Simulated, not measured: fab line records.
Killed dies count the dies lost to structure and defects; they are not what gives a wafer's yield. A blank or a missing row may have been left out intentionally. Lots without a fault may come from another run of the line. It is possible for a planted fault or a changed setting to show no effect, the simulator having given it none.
Chamber matching + flow nand_harc + NHARC_A_CONTACT_DEP_24 on pecvd-04: 3 sister chambers
The step deposits SiO2, target thk 500 nm. 6 wafers are shown with their chamber, then 8 later ones without.

== WAFERS PAIRED WITH THEIR CHAMBERS ==
| wafer  | chamber | throttle_valve_pct (%) | heater_power_w (W) |
|--------|---------|------------------------|--------------------|
| L078.2 | 2       | 15.2                   | 707                |
| L078.6 | 2       | 15.2                   | 742                |
| L090.4 | 0       | 16.5                   | 665                |
| L091.1 | 0       | 16.4                   | 584                |
| L091.6 | 1       | 16.1                   | 523                |
| L092.1 | 1       | 15.9                   | 518                |

== WAFERS WHOSE CHAMBER IS MISSING ==
| wafer  | throttle_valve_pct (%) | heater_power_w (W) |
|--------|------------------------|--------------------|
| L092.4 | 15.2                   | 689                |
| L092.6 | 16.7                   | 581                |
| L093.2 | 15.7                   | 506                |
| L093.3 | 15.3                   | 712                |
| L093.6 | 16.4                   | 620                |
| L096.1 | 15.2                   | 725                |
| L096.2 | 16.6                   | 554                |
| L096.4 | 16.5                   | 580                |

== THE CHAMBER EACH PASSED THROUGH ==
| wafer  | from the rows above | in truth |
|--------|---------------------|----------|
| L092.4 | 2                   | 2        |
| L092.6 | 0                   | 0        |
| L093.2 | 1                   | 1        |
| L093.3 | 2                   | 2        |
| L093.6 | 0                   | 0        |
| L096.1 | 2                   | 2        |
| L096.2 | 0                   | 0        |
| L096.4 | 0                   | 0        |
Correct placement for 8 of the 8. Number that these rows cannot place: 0. Wrongly placed: 0.
How it was worked out, from the rows above alone: a wafer's distance from a chamber is the root of the sum, over the readings, of the square of ((its reading less the chamber's mean) divided by the reading's scatter). The wafer belongs to the nearest chamber; if the next one is less than 2 further off, it can't be placed. Each chamber's mean is taken over the wafers shown for it. The scatter: take each reading less its chamber's mean, square it, sum over the shown wafers, divide by the number of wafers less the number of chambers, and take the root.
